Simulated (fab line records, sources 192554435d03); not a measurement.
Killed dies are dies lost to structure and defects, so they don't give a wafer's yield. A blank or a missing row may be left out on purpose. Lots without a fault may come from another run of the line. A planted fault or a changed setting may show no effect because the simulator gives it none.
Chamber matching | flow n5_finfet | N5_BEOL_M2_ALD_84 on ald_metal-04: 4 sister chambers
The step deposits TaN, pulse time 2 s, purge time 3 s, co reactant purge time 2 s. 20 wafers are shown with their chamber, then 10 later ones without.

WAFERS WITH THEIR CHAMBER
wafer  | chamber | heater_power_w (W) | mfc_carrier_sccm (sccm)
L076.1 | 0       | 391                | 1505
L076.3 | 3       | 357                | 1497
L076.5 | 0       | 385                | 1504
L077.1 | 0       | 384                | 1497
L077.5 | 3       | 362                | 1500
L077.6 | 0       | 393                | 1497
L084.1 | 2       | 491                | 1503
L084.4 | 0       | 383                | 1506
L084.5 | 2       | 492                | 1503
L086.1 | 3       | 366                | 1502
L086.3 | 0       | 384                | 1499
L086.4 | 3       | 362                | 1509
L090.1 | 0       | 392                | 1494
L090.4 | 3       | 358                | 1496
L090.5 | 1       | 455                | 1500
L088.1 | 0       | 384                | 1502
L088.2 | 3       | 371                | 1499
L088.3 | 1       | 468                | 1493
L089.1 | 0       | 377                | 1498
L089.4 | 2       | 491                | 1502

SIGNATURES (means of the wafers above)
reading          | chamber 0 | chamber 1 | chamber 2 | chamber 3 | scatter within a chamber
heater_power_w   | 385.89    | 461.50    | 491.33    | 362.67    | 5.2
mfc_carrier_sccm | 1500.22   | 1496.50   | 1502.67   | 1500.50   | 4.14
Rule: a wafer's distance from a chamber is the root of the sum, over the readings, of the square of ((its reading less the chamber's mean) divided by the reading's scatter). The wafer belongs to the nearest chamber; if the next one is less than 2 further off, it can't be placed. The scatter: the root of (the sum of the squares of (reading less its chamber's mean) over the shown wafers, divided by (wafers less chambers)).

WAFERS WITHOUT THEIR CHAMBER
wafer  | heater_power_w (W) | mfc_carrier_sccm (sccm)
L089.6 | 375                | 1497
L091.1 | 361                | 1499
L091.4 | 384                | 1499
L091.5 | 465                | 1502
L095.3 | 470                | 1499
L095.5 | 380                | 1505
L095.6 | 464                | 1499
L094.1 | 394                | 1510
L094.5 | 385                | 1504
L094.6 | 357                | 1501

WHICH CHAMBER EACH WENT THROUGH
wafer  | from the rows above     | in truth
L089.6 | can't be placed: 0 or 3 | 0
L091.1 | 3                       | 3
L091.4 | 0                       | 0
L091.5 | 1                       | 1
L095.3 | 1                       | 1
L095.5 | can't be placed: 0 or 3 | 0
L095.6 | 1                       | 1
L094.1 | 0                       | 0
L094.5 | 0                       | 0
L094.6 | 3                       | 3
Placed correctly: 8 of 10. Can't be placed from these rows: 2 (the true chamber is among the candidates in 2). Placed wrongly: 0.
